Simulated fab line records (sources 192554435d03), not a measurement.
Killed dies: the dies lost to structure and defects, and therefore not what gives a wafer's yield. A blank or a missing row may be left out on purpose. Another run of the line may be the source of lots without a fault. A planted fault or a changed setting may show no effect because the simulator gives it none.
fab line records	flow n5-finfet
record lots=6	wafers=18	last-day=20
route steps=1938 shown BEOL_M14@1761 BEOL_M15@1773 PASSIVATION@1936
lots untouched by any fault: they come from a run of this same line in which no faults occurred
start-h: the number of hours between the record's first day and the start of the first shown wafer of the lot	wait-h: hours elapsed since this lot's preceding step	" same as the row above	L1.1+2: several wafers, shown together as one row	- value missing, or start not given	* or withheld: withheld	< > ~ a bound
route shown NAME@n: NAME is a module with steps in the file, n the number in the route of the first one	usual: mean and standard deviation over wafers with no fault	same: alike in all rows	chamber/n: place in a boat	sites: each site's reading	_std_site: the standard deviation of these	_edge_site: the outer-site mean with the inner-site mean subtracted	radius-mm: for every site, how far away it sits from the centre of the wafer	mask NAME#n: copy n	behind: tool/chamber where the wafer was last shaped	hold: why the lot went on hold/how many hours it stayed there/how the hold came to an end	device: whichever transistor did not switch (one of n, p or np)	end of line: at the end of the route, the tests of the same wafers	a step without rows: its recipe alone	killed: at the first sort, the dies lost to defects and structure; wafer yield is something else	map: dies across one wafer; x = killed, . = not, _ = none there
set.NAME: the setting the step ran with; set.NAME@STEP: the setting that earlier step ran with	model.NAME: the simulator's own value behind a step, which no gauge read
certain route steps with their lots: each step a table, each wafer a row
services: from which hour (start-h, from the record's first day; less than 0 if before it) a tool's chamber was out of use, for how many hours, and why
## steps
# step N5_BEOL_M14_PRE_CLEAN_42
# recipe gas=H2/He	time-s=30	temp-c=300
# usual heater-power-w=461/63
lot.wafer	tool	chamber	start-h	wait-h	heater-power-w
L926.3	pvd-sputter-02	-	297.37	0.0	409
L926.4	"	-	"	"	467
L926.6	"	-	"	"	384
L929.2	pvd-sputter-03	-	315.83	0.0	525
L929.3	"	-	"	"	444
L929.6	"	-	"	"	343
L933.1	pvd-sputter-02	-	329.31	0.0	482
L933.2	"	-	"	"	400
L933.3	"	-	"	"	384
L936.3	pvd-sputter-02	-	360.55	0.0	391
L936.5	"	-	"	"	408
L936.6	"	-	"	"	457
L939.1	pvd-sputter-01	-	371.19	0.0	485
L939.2	"	-	"	"	436
L939.5	"	-	"	"	509
L949.3	pvd-sputter-02	-	452.77	0.0	381
L949.4	"	-	"	"	451
L949.5	"	-	"	"	452
# step N5_BEOL_M14_SPUTTER_43
# recipe material=TaN	target-thk-a=150	temp-c=50	bias-v=168.6	power-w=15000	chamber-pressure-pa=0.12	time-s=24.19
# step N5_BEOL_M14_SPUTTER_44
# recipe material=Ta	target-thk-a=150	temp-c=50	bias-v=80	power-w=15000	chamber-pressure-pa=0.07	time-s=24.19
# step N5_BEOL_M14_SPUTTER_45
# recipe material=Cu	target-thk-a=1000	temp-c=-20	bias-v=60	power-w=26000	chamber-pressure-pa=0.13	time-s=16.67
# step N5_BEOL_M14_ECD_47
# recipe material=Cu	target-thk-a=12480
# step N5_BEOL_M14_ANNEAL_48
# recipe temp-c=225	time-s=90	ambient=N2
# step N5_BEOL_M14_CMP_49
# recipe stop-on=SiO2	t-overpolish-s=5.2	down-force-psi=2	platen-rpm=80	clearing-platen-down-force-psi=2	clearing-platen-rpm=80	post-cmp-clean=cu-alkaline	target-thk-nm=560	clearing-platen-pad-velocity-m-s=1.5917	pad-velocity-m-s=1.5917
# usual barrier-field-endpoint-s=11.29/0.25	motor-current-A=8.1/0.7	overpolish-run-s=5.201/0.0086	time-to-endpoint-s=122/4
lot.wafer	tool	chamber	start-h	wait-h	barrier-field-endpoint-s	motor-current-A	overpolish-run-s	time-to-endpoint-s
L926.3	cmp-02	3	298.17	0.2	11.59	8.0	5.206	125
L926.4	"	2	"	"	11.38	7.6	5.187	125
L926.6	"	0	"	"	11.15	8.0	5.202	121
L929.3	cmp-03	1	316.67	0.2	11.45	7.0	5.196	129
L929.2	"	2	"	"	11.55	9.5	5.198	130
L929.6	"	1	"	"	11.00	7.0	5.200	121
L933.3	cmp-02	2	330.65	0.2	11.70	7.8	5.207	132
L933.1	"	3	"	"	10.96	8.1	5.200	123
L933.2	"	0	"	"	11.42	7.8	5.207	128
L936.3	cmp-02	3	361.35	0.2	11.72	8.2	5.214	128
L936.6	"	3	"	"	11.47	7.7	5.211	125
L936.5	"	0	"	"	11.55	7.8	5.194	126
L939.2	cmp-01	1	372.04	0.2	10.84	8.1	5.195	119
L939.1	"	2	"	"	10.92	8.7	5.196	122
L939.5	"	1	"	"	11.07	8.3	5.205	119
L949.4	cmp-02	0	453.61	0.2	11.43	7.6	5.195	124
L949.3	"	1	"	"	11.22	7.0	5.214	122
L949.5	"	0	"	"	11.24	7.6	5.193	125
# step N5_BEOL_M14_THK_MEAS_50
# recipe thk-meas-gauge=xrf	reads=Cu_of_BEOL_M14_ECD_47
# usual M14_THK=541/11
lot.wafer	tool	chamber	start-h	wait-h	M14_THK[nm]
L926.3	film-metro-02	-	298.47	-	533
L926.4	"	-	"	"	548
L926.6	"	-	"	"	535
L929.2	film-metro-01	-	316.93	-	530
L929.3	"	-	"	"	552
L929.6	"	-	"	"	544
L933.1	film-metro-02	-	330.94	-	527
L933.2	"	-	"	"	512
L933.3	"	-	"	"	541
L936.3	film-metro-01	-	361.65	-	556
L936.5	"	-	"	"	557
L936.6	"	-	"	"	546
L939.1	film-metro-01	-	372.29	-	535
L939.2	"	-	"	"	543
L939.5	"	-	"	"	519
L949.3	film-metro-01	-	453.87	-	546
L949.4	"	-	"	"	543
L949.5	"	-	"	"	560
# step N5_BEOL_M14_PRE_CLEAN_52
# recipe gas=NH3	time-s=15	temp-c=withheld	rf-power-w=300
# step N5_BEOL_M14_DEP_53
# recipe material=SiCN	target-thk-a=500	temp-c=withheld	precursor=3MS/NH3	pressure-torr=3	rf-w=675	time-s=17.8
# usual showerhead-plenum-p-Torr=4.152/0.028	throttle-valve-pct=18.0/1.2
lot.wafer	tool	chamber	start-h	wait-h	showerhead-plenum-p-Torr	throttle-valve-pct
L926.3	pecvd-02	2	298.54	0.0	4.126	17.8
L926.4	"	0	"	"	4.131	17.7
L926.6	"	1	"	"	4.199	18.2
L929.2	pecvd-01	1	316.99	0.0	4.184	20.7
L929.3	"	0	"	"	4.125	18.7
L929.6	"	0	"	"	4.125	18.9
L933.1	pecvd-01	2	331.01	0.0	4.199	16.7
L933.2	"	0	"	"	4.116	18.6
L933.3	"	1	"	"	4.178	20.5
L936.3	pecvd-04	2	361.71	0.0	4.175	15.9
L936.5	"	1	"	"	4.120	17.8
L936.6	"	2	"	"	4.167	16.4
L939.1	pecvd-04	1	372.35	0.0	4.111	17.9
L939.2	"	2	"	"	4.172	16.2
L939.5	"	2	"	"	4.179	16.1
L949.3	pecvd-01	1	453.93	0.0	4.183	20.5
L949.4	"	1	"	"	4.176	20.6
L949.5	"	2	"	"	4.176	16.8
# step N5_BEOL_M14_RS_MEAS_54
# recipe thk-meas-gauge=four-point-probe	reads=Cu_of_BEOL_M14_ECD_47+Ta_of_BEOL_M14_SPUTTER_44+TaN_of_BEOL_M14_SPUTTER_43
# usual M14_RS=0.0331/0.00065
lot.wafer	tool	chamber	start-h	wait-h	M14_RS[ohm/sq]
L926.3	film-metro-02	-	298.61	0.1	0.0338
L926.4	"	-	"	"	0.0330
L926.6	"	-	"	"	0.0339
L929.2	film-metro-02	-	317.06	0.1	0.0336
L929.3	"	-	"	"	0.0320
L929.6	"	-	"	"	0.0328
L933.1	film-metro-02	-	331.07	0.0	0.0333
L933.2	"	-	"	"	0.0343
L933.3	"	-	"	"	0.0326
L936.3	film-metro-02	-	361.78	0.1	0.0323
L936.5	"	-	"	"	0.0323
L936.6	"	-	"	"	0.0329
L939.1	film-metro-01	-	372.42	0.0	0.0334
L939.2	"	-	"	"	0.0329
L939.5	"	-	"	"	0.0346
L949.3	film-metro-01	-	454.00	0.1	0.0327
L949.4	"	-	"	"	0.0327
L949.5	"	-	"	"	0.0319
# step N5_BEOL_M14_INSPECT_55
# recipe inspect-instrument=darkfield	mode=post-dep
# usual raw-defect-count=79/27
lot.wafer	tool	chamber	start-h	wait-h	raw-defect-count
L926.3	defect-inspect-02	-	298.63	0.0	59
L926.4	"	-	"	"	72
L926.6	"	-	"	"	39
L929.2	defect-inspect-01	-	317.08	0.0	118
L929.3	"	-	"	"	100
L929.6	"	-	"	"	97
L933.1	defect-inspect-02	-	331.10	0.0	45
L933.2	"	-	"	"	43
L933.3	"	-	"	"	42
L936.3	defect-inspect-01	-	361.80	0.0	81
L936.5	"	-	"	"	90
L936.6	"	-	"	"	99
L939.1	defect-inspect-02	-	372.45	0.0	125
L939.2	"	-	"	"	92
L939.5	"	-	"	"	74
L949.3	defect-inspect-02	-	454.02	0.0	76
L949.4	"	-	"	"	134
L949.5	"	-	"	"	94
# step N5_BEOL_M15_ILD_DEP_00
# recipe material=SiO2	target-thk-a=16293	temp-c=400	precursor=TEOS/O2	pressure-torr=6.5	rf-w=900	teos-flow-sccm=161.4	gas=O2	flow-sccm=2650	time-s=346.1
# usual heater-power-w=542/100	showerhead-plenum-p-Torr=8.31/0.033	throttle-valve-pct=18.8/0.84
lot.wafer	tool	chamber	start-h	wait-h	heater-power-w	showerhead-plenum-p-Torr	throttle-valve-pct
L926.3	pecvd-03	1	298.78	0.1	474	8.32	19.7
L926.4	"	0	"	"	716	8.32	19.3
L926.6	"	0	"	"	561	8.35	19.3
L929.2	pecvd-03	0	317.12	0.0	678	8.33	19.4
L929.3	"	2	"	"	383	8.29	17.7
L929.6	"	0	"	"	539	8.34	19.4
L933.1	pecvd-03	1	331.14	0.0	552	8.29	19.4
L933.2	"	2	"	"	419	8.28	17.7
L933.3	"	0	"	"	658	8.31	19.4
L936.3	pecvd-03	1	361.84	0.0	494	8.33	19.7
L936.5	"	2	"	"	342	8.29	17.9
L936.6	"	0	"	"	557	8.34	19.6
L939.1	pecvd-03	2	372.48	0.0	354	8.27	17.7
L939.2	"	0	"	"	659	8.34	19.5
L939.5	"	0	"	"	687	8.31	19.6
L949.3	pecvd-03	0	454.06	0.0	699	8.35	19.9
L949.4	"	1	"	"	483	8.29	19.6
L949.5	"	2	"	"	433	8.28	18.3
# step N5_BEOL_M15_THK_MEAS_01
# recipe reads=SiO2_of_BEOL_M15_ILD_DEP_00
# usual M15_ILD_THK=1632/19
lot.wafer	tool	chamber	start-h	wait-h	M15_ILD_THK[nm]
L926.3	film-metro-02	-	299.03	0.1	1642
L926.4	"	-	"	"	1659
L926.6	"	-	"	"	1649
L929.2	film-metro-01	-	317.37	0.1	1623
L929.3	"	-	"	"	1611
L929.6	"	-	"	"	1650
L933.1	film-metro-02	-	331.39	0.1	1624
L933.2	"	-	"	"	1626
L933.3	"	-	"	"	1627
L936.3	film-metro-02	-	362.09	0.1	1615
L936.5	"	-	"	"	1648
L936.6	"	-	"	"	1659
L939.1	film-metro-01	-	372.84	0.2	1629
L939.2	"	-	"	"	1618
L939.5	"	-	"	"	1651
L949.3	film-metro-01	-	454.32	0.2	1615
L949.4	"	-	"	"	1660
L949.5	"	-	"	"	1640
# step N5_BEOL_M15_COAT_58
# recipe resist=BARC	temp-c=205	time-s=60	spin-rpm=1500	resist-thk-nm=89
# step N5_BEOL_M15_COAT_04
# recipe spin-rpm=1704	resist-thk-nm=800
# step N5_BEOL_M15_EBR_06
# recipe solvent=PGMEA	ebr-width-mm=1.5
# step N5_BEOL_M15_SOFTBAKE_05
# recipe temp-c=130	time-s=60
# step N5_BEOL_M15_EXPOSE_07
# recipe mask-id=V14	na=0.8	source-shape=annular	sigma-inner=0.5	sigma-outer=0.8	polarization=unpolarized	attpsm-phase-deg=180	dose-mj=41.25
# step N5_BEOL_M15_PEB_08
# recipe peb-temp-c=130	peb-time-s=90
# step N5_BEOL_M15_DEVELOP_09
# recipe develop-time-s=45	rinse-liquid=diw	dry=air-spin	dev-temp-c=21
# step N5_BEOL_M15_HARDBAKE_14
# recipe temp-c=130	time-s=120
# step N5_BEOL_M15_CD_MEAS_10
# recipe target-cd-nm=360	landing-energy-ev=500	detector=se-inlens	polarity=opening
# usual cd-nm=359.6/1.2
lot.wafer	tool	chamber	start-h	wait-h	cd-nm
L926.3	cd-sem-02	0	299.33	-	360.4
L926.4	"	0	"	"	359.5
L926.6	"	0	"	"	359.9
L929.2	cd-sem-01	0	317.80	-	360.8
L929.3	"	0	"	"	360.0
L929.6	"	0	"	"	359.8
L933.1	cd-sem-03	0	331.81	-	360.3
L933.2	"	0	"	"	359.9
L933.3	"	0	"	"	358.3
L936.3	cd-sem-02	0	362.52	-	359.4
L936.5	"	0	"	"	359.4
L936.6	"	0	"	"	361.6
L939.1	cd-sem-03	0	373.15	-	357.7
L939.2	"	0	"	"	357.7
L939.5	"	0	"	"	359.0
L949.3	cd-sem-03	0	454.63	-	358.8
L949.4	"	0	"	"	359.9
L949.5	"	0	"	"	360.4
# step N5_BEOL_M15_OVL_MEAS_11
# recipe points-per-wafer=44
# usual V14_OVL=2/5.1
lot.wafer	tool	chamber	start-h	wait-h	V14_OVL[nm]
L926.3	overlay-01	0	299.36	0.0	0
L926.4	"	0	"	"	2
L926.6	"	0	"	"	7
L929.2	overlay-02	0	317.83	0.0	-5
L929.3	"	0	"	"	-1
L929.6	"	0	"	"	-4
L933.1	overlay-01	0	331.85	0.0	-9
L933.2	"	0	"	"	-2
L933.3	"	0	"	"	-1
L936.3	overlay-01	0	362.55	0.0	3
L936.5	"	0	"	"	-5
L936.6	"	0	"	"	-4
L939.1	overlay-01	0	373.18	0.0	2
L939.2	"	0	"	"	5
L939.5	"	0	"	"	6
L949.3	overlay-01	0	454.66	0.0	4
L949.4	"	0	"	"	0
L949.5	"	0	"	"	-3
# step N5_BEOL_M15_INSPECT_12
# recipe mode=adi	inspect-instrument=macro
# usual raw-defect-count=2.1/1.5
lot.wafer	tool	chamber	start-h	wait-h	raw-defect-count
L926.3	defect-inspect-01	-	299.39	0.0	1
L926.4	"	-	"	"	2
L926.6	"	-	"	"	2
L929.2	defect-inspect-01	-	317.85	0.0	2
L929.3	"	-	"	"	1
L929.6	"	-	"	"	1
L933.1	defect-inspect-01	-	331.87	0.0	2
L933.2	"	-	"	"	0
L933.3	"	-	"	"	1
L936.3	defect-inspect-02	-	362.57	0.0	1
L936.5	"	-	"	"	1
L936.6	"	-	"	"	14
L939.1	defect-inspect-01	-	373.20	0.0	1
L939.2	"	-	"	"	6
L939.5	"	-	"	"	14
L949.3	defect-inspect-01	-	454.68	0.0	1
L949.4	"	-	"	"	1
L949.5	"	-	"	"	2
# step N5_BEOL_M15_DESCUM_15
# recipe chemistry=O2	time-s=7.9	source-power-w=50	bias-power-w=20	pressure-mtorr=20	rf-frequency-hz=2.712e+07	temp-c=40	o2-flow-sccm=225
# step N5_BEOL_M15_ETCH_59
# recipe chemistry=N2/H2	target=BARC	target-depth-a=890	overetch-a=267	time-s=67.9	ion-energy-ev=200	pressure-mtorr=30	source-w=840	bias-w=150	n2-flow-sccm=200	h2-flow-sccm=200
# usual drypump-motor-current-A=5.7/0.46	oes-product-au=0.69/0.064	rf-vpp-V=524.0/2.9	showerhead-plenum-p-Torr=2.55/0.098	throttle-valve-pct=17.81/0.26
lot.wafer	tool	chamber	start-h	wait-h	drypump-motor-current-A	oes-product-au	rf-hours-counter-h	rf-vpp-V	showerhead-plenum-p-Torr	throttle-valve-pct
L926.3	rie-diel-01	0	299.46	0.0	6.1	0.62	215	526.4	2.62	18.05
L926.4	"	1	"	"	5.8	0.73	57	528.2	2.69	18.01
L926.6	"	2	"	"	6.0	0.76	-	527.7	2.71	17.44
L929.2	rie-diel-04	3	318.00	0.0	6.4	0.64	164	517.8	2.33	17.73
L929.3	"	1	"	"	5.5	0.62	178	523.3	2.54	18.06
L929.6	"	3	"	"	6.5	0.64	-	517.4	2.33	17.74
L933.1	rie-diel-01	0	332.12	0.0	6.1	0.61	228	527.0	2.61	18.06
L933.2	"	2	"	"	6.0	0.74	41	529.2	2.70	17.48
L933.3	"	3	"	"	5.5	0.60	235	525.2	2.62	18.29
L936.3	rie-diel-04	2	362.64	0.0	6.0	0.80	19	525.6	2.60	17.48
L936.5	"	1	"	"	5.5	0.61	-	523.9	2.54	18.07
L936.6	"	2	"	"	6.0	0.81	-	524.9	2.60	17.47
L939.1	rie-diel-01	3	373.27	0.0	5.4	0.59	248	524.5	2.62	18.32
L939.2	"	1	"	"	5.8	0.71	79	527.4	2.68	18.05
L939.5	"	1	"	"	5.8	0.71	-	527.5	2.68	18.05
L949.3	rie-diel-02	1	454.75	0.0	4.9	0.70	92	522.2	2.46	17.64
L949.4	"	0	"	"	5.6	0.68	94	524.2	2.57	18.04
L949.5	"	2	"	"	5.4	0.71	-	524.5	2.57	17.77
# step N5_BEOL_M15_VIA_ETCH_16
# recipe chemistry=C4F8/O2/Ar	target=SiO2	he-inner-torr=15	he-outer-torr=30	target-depth-a=17922	time-s=withheld	ion-energy-ev=800	pressure-mtorr=20	source-w=1905	bias-w=2040	Ar_flow_sccm=400	C4F8_flow_sccm=16	O2_flow_sccm=12	ends=cleared
# step N5_BEOL_M15_STRIP_63
# recipe chemistry=O2	power-w=600	temp-c=60	pressure-mtorr=30	rf-frequency-hz=6e+07	bias-power-w=0	overash-fraction=0.3	o2-flow-sccm=225
# usual drypump-motor-current-A=5.7/0.46	oes-product-au=0.81/0.08	rf-vpp-V=3.7/0.74	showerhead-plenum-p-Torr=2.10/0.083	throttle-valve-pct=16.60/0.22
lot.wafer	tool	chamber	start-h	wait-h	drypump-motor-current-A	oes-product-au	rf-hours-counter-h	rf-vpp-V	showerhead-plenum-p-Torr	throttle-valve-pct
L926.3	rie-diel-01	0	-	-	6.1	0.72	215	2.7	2.16	16.85
L926.4	"	1	"	"	5.8	0.85	57	3.1	2.22	16.74
L926.6	"	2	"	"	6.0	0.90	-	3.0	2.23	16.24
L929.2	rie-diel-04	3	-	-	6.4	0.75	164	3.0	1.92	16.57
L929.3	"	1	"	"	5.5	0.73	178	3.6	2.08	16.64
L929.6	"	3	"	"	6.4	0.75	-	3.4	1.92	16.62
L933.1	rie-diel-01	0	-	-	6.1	0.71	228	3.5	2.16	16.89
L933.2	"	2	"	"	6.0	0.87	42	4.9	2.23	16.26
L933.3	"	3	"	"	5.4	0.69	235	3.3	2.16	17.01
L936.3	rie-diel-04	2	-	-	6.0	0.95	19	3.5	2.14	16.25
L936.5	"	1	"	"	5.5	0.72	-	4.2	2.08	16.68
L936.6	"	2	"	"	6.0	0.94	-	2.7	2.14	16.27
L939.1	rie-diel-01	3	-	-	5.4	0.68	248	4.7	2.15	17.07
L939.2	"	1	"	"	5.7	0.84	79	3.7	2.21	16.77
L939.5	"	1	"	"	5.8	0.83	-	3.9	2.21	16.78
L949.3	rie-diel-02	1	-	-	4.9	0.81	92	2.6	2.02	16.48
L949.4	"	0	"	"	5.6	0.81	94	3.5	2.12	16.88
L949.5	"	2	"	"	5.3	0.83	-	3.1	2.12	16.57
# step N5_BEOL_M15_STRIP_64
# recipe chemistry=O2	power-w=600	temp-c=60	pressure-mtorr=30	rf-frequency-hz=6e+07	bias-power-w=0	overash-fraction=0.3	o2-flow-sccm=225
# step N5_BEOL_M15_STRIP_65
# recipe chemistry=post-etch-residue-remover	time-s=60	temp-c=25	remover-ph=withheld	remover-water-wt-pct=withheld	remover-fluoride-wt-pct=withheld
# step N5_BEOL_M15_SRD_66
# recipe time-s=30	temp-c=23	rinse-liquid=diw	dry=n2-spin	spin-rpm=1500	dry-time-s=30
# step N5_BEOL_M15_CD_MEAS_17
# recipe target-cd-nm=360	polarity=opening
# usual cd-nm=360.5/1.5
lot.wafer	tool	chamber	start-h	wait-h	cd-nm
L926.3	cd-sem-01	-	299.92	0.0	362.5
L926.4	"	-	"	"	362.5
L926.6	"	-	"	"	360.9
L929.2	cd-sem-01	-	318.47	0.0	362.5
L929.3	"	-	"	"	363.0
L929.6	"	-	"	"	361.4
L933.1	cd-sem-02	-	332.59	0.0	360.9
L933.2	"	-	"	"	361.8
L933.3	"	-	"	"	357.8
L936.3	cd-sem-01	-	363.10	0.0	360.4
L936.5	"	-	"	"	361.0
L936.6	"	-	"	"	362.3
L939.1	cd-sem-01	-	373.74	0.0	359.2
L939.2	"	-	"	"	358.8
L939.5	"	-	"	"	361.4
L949.3	cd-sem-01	-	455.21	0.0	358.4
L949.4	"	-	"	"	361.3
L949.5	"	-	"	"	359.8
# step N5_BEOL_M15_COAT_56
# recipe resist=SOC	temp-c=250	time-s=60	spin-rpm=1500	resist-thk-nm=550
# step N5_BEOL_M15_ETCH_57
# recipe chemistry=N2/H2	target=SOC	source-w=3000	bias-w=350	time-s=750	ion-energy-ev=200	pressure-mtorr=30	n2-flow-sccm=200	h2-flow-sccm=200
# step N5_BEOL_M15_COAT_60
# recipe resist=BARC	temp-c=205	time-s=60	spin-rpm=1500	resist-thk-nm=89
# step N5_BEOL_M15_COAT_22
# recipe spin-rpm=1704	resist-thk-nm=800
# step N5_BEOL_M15_EBR_24
# recipe solvent=PGMEA	ebr-width-mm=1.5
# step N5_BEOL_M15_SOFTBAKE_23
# recipe temp-c=130	time-s=60
# step N5_BEOL_M15_EXPOSE_25
# recipe mask-id=M15	na=0.8	source-shape=annular	sigma-inner=0.5	sigma-outer=0.8	polarization=unpolarized	target-cd-nm=400	dose-mj=35.5
# step N5_BEOL_M15_PEB_26
# recipe peb-temp-c=130	peb-time-s=90
# step N5_BEOL_M15_DEVELOP_27
# recipe develop-time-s=45	rinse-liquid=diw	dry=air-spin	dev-temp-c=21
# step N5_BEOL_M15_INSPECT_30
# recipe mode=adi	inspect-instrument=macro
# usual raw-defect-count=2.2/1.5
lot.wafer	tool	chamber	start-h	wait-h	raw-defect-count
L926.3	defect-inspect-02	-	301.06	0.0	0
L926.4	"	-	"	"	0
L926.6	"	-	"	"	2
L929.2	defect-inspect-01	-	319.53	0.0	2
L929.3	"	-	"	"	1
L929.6	"	-	"	"	5
L933.1	defect-inspect-02	-	333.71	0.0	2
L933.2	"	-	"	"	3
L933.3	"	-	"	"	3
L936.3	defect-inspect-01	-	364.53	0.0	3
L936.5	"	-	"	"	3
L936.6	"	-	"	"	13
L939.1	defect-inspect-02	-	374.79	0.0	0
L939.2	"	-	"	"	6
L939.5	"	-	"	"	12
L949.3	defect-inspect-01	-	456.14	0.0	5
L949.4	"	-	"	"	3
L949.5	"	-	"	"	1
# step N5_PASSIVATION_PROBE_49
# usual defect-limited-yield=91.1/1.4	killed_at_M0_to_M3=34/10	killed_at_M4_up=14/5.5	killed-at-contacts=12/5.1	killed-at-front-end=41/12	killed-at-other=4/3.1	killed-dies=105/17	killed-open=70/13	killed-short=33/7.6	sort_bin_5_function=5.3/0.98	sort_bin_6_memory=3.3/0.67	sort-n-pass=1075/17	sort-yield-pct=91.1/1.4
# same gross-dies=1180	killed-at-back-side=0	sort_bin_4_leakage[%]=0	sort_bin_8_speed[%]=0
lot.wafer	tool	chamber	start-h	wait-h	defect-limited-yield[%]	killed_at_M0_to_M3	killed_at_M4_up	killed-at-contacts	killed-at-front-end	killed-at-other	killed-dies	killed-open	killed-short	sort_bin_5_function[%]	sort_bin_6_memory[%]	sort-n-pass	sort-yield-pct[%]
L929.2	prober-02	-	341.29	0.1	88.2	39	3	21	75	1	139	99	40	7.6	3.8	1041	88.2
L929.3	prober-02	-	341.34	0.1	90.1	25	9	14	61	8	117	76	41	5.4	4.3	1063	90.1
L929.6	prober-02	-	341.49	0.3	90.6	36	15	15	45	0	111	81	30	5.8	3.4	1069	90.6
L936.6	prober-02	-	383.45	0.3	90.0	31	20	15	49	3	118	70	38	6.2	3.6	1062	90.0
L939.2	prober-01	-	394.18	0.1	91.9	45	21	7	21	1	95	62	25	4.9	3.1	1085	91.9
L939.5	prober-01	-	394.33	0.2	92.4	24	29	7	30	0	90	54	24	4.1	3.4	1090	92.4
# killed by level:class
L929.2 STI_FIN_REVEAL:geometric-particle:open=23 MOL_CONTACT_COAG:geometric-particle:open=18 BEOL_M2:geometric-particle:open=16 FIN_SAQP:geometric-particle:open=12 FIN_SAQP:geometric-particle:short=9 BEOL_M0_SAQP:geometric-particle:short=9 DUMMY_GATE:geometric-particle:open=8 STI_FIN_REVEAL:geometric-particle:short=6
L929.3 MOL_CONTACT_COAG:geometric-particle:open=12 GATE_CUT:geometric-particle:short=11 FIN_SAQP:geometric-particle:open=10 FIN_SAQP:geometric-particle:short=7 STI_FIN_REVEAL:geometric-particle:open=7 ILD0:geometric-particle:short=7 BEOL_M0_SAQP:geometric-particle:open=7 BEOL_M2:geometric-particle:open=6
L929.6 MOL_CONTACT_COAG:geometric-particle:open=12 FIN_SAQP:geometric-particle:open=10 DUMMY_GATE:geometric-particle:open=9 FIN_SAQP:geometric-particle:short=8 BEOL_M3:geometric-particle:open=8 BEOL_M2:geometric-particle:open=7 BEOL_M0_SAQP:geometric-particle:open=6 BEOL_M4:geometric-particle:open=5
L936.6 MOL_CONTACT_COAG:geometric-particle:open=15 DUMMY_GATE:geometric-particle:open=14 BEOL_M0_SAQP:geometric-particle:short=11 BEOL_M0_SAQP:geometric-particle:open=8 BEOL_M15:unspecified=8 STI_FIN_REVEAL:geometric-particle:open=6 GATE_CUT:geometric-particle:short=6 BEOL_M4:geometric-particle:open=6
L939.2 BEOL_M1:geometric-particle:open=13 BEOL_M0_SAQP:geometric-particle:short=8 MOL_CONTACT_COAG:geometric-particle:open=7 BEOL_M0_SAQP:geometric-particle:open=7 BEOL_M2:geometric-particle:open=6 BEOL_M15:unspecified=6 BEOL_M4:geometric-particle:open=5 STI_FIN_REVEAL:geometric-particle:open=4
L939.5 BEOL_M4:geometric-particle:open=11 BEOL_M15:unspecified=11 STI_FIN_REVEAL:geometric-particle:open=9 FIN_SAQP:geometric-particle:open=6 BEOL_M2:geometric-particle:open=6 MOL_CONTACT_COAG:geometric-particle:open=5 BEOL_M0_SAQP:geometric-particle:short=5 FIN_SAQP:geometric-particle:short=4
## services
tool	chamber	start-h	hours	kind
rie-diel-04	2	277.44	9.6	repair
cmp-03	-	279.02	0.5	repair
rie-diel-04	1	286.58	5.8	repair
pecvd-01	-	290.28	14.6	pm
pecvd-03	2	295.39	5.9	repair
rie-diel-01	-	296.25	0.3	repair
pecvd-03	-	322.59	2.8	pm
rie-diel-01	1	325.84	14.7	repair
rie-diel-02	-	327.81	14.6	pm
rie-diel-02	1	346.98	4.0	repair
rie-diel-01	3	351.08	6.8	repair
rie-diel-01	2	353.35	6.6	repair
rie-diel-02	-	362.43	1.3	repair
pecvd-03	1	367.19	6.5	repair
rie-diel-02	1	376.80	10.3	repair
rie-diel-04	-	384.72	0.3	repair
cmp-02	-	390.77	2.1	repair
cmp-02	-	396.60	0.4	repair
pecvd-03	-	398.89	0.5	repair
cmp-02	-	415.64	1.0	repair
rie-diel-04	0	422.95	14.3	repair
pecvd-04	-	434.93	2.4	repair
rie-diel-02	-	443.98	2.8	pm
rie-diel-02	2	450.57	3.4	repair
## key
first-sign step=N5_BEOL_M15_INSPECT_12	reading=raw-defect-count	direction=up	sigmas=6	usual=2.1	struck=11.3
effect step=N5_BEOL_M15_INSPECT_30	reading=raw-defect-count	direction=up	sigmas=5.4	usual=2.2	struck=10.3
met-at N5_BEOL_M15_ILD_DEP_00
struck-wafers L936.6,L939.2,L939.5
onset-between 331.14 361.84
fault kind=chamber-particle-source	tool=pecvd-03	chamber=0	onset-h=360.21	steps=N5_BEOL_M15_ILD_DEP_00	rate-per-visit-cm2=0.015867	end-h=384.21
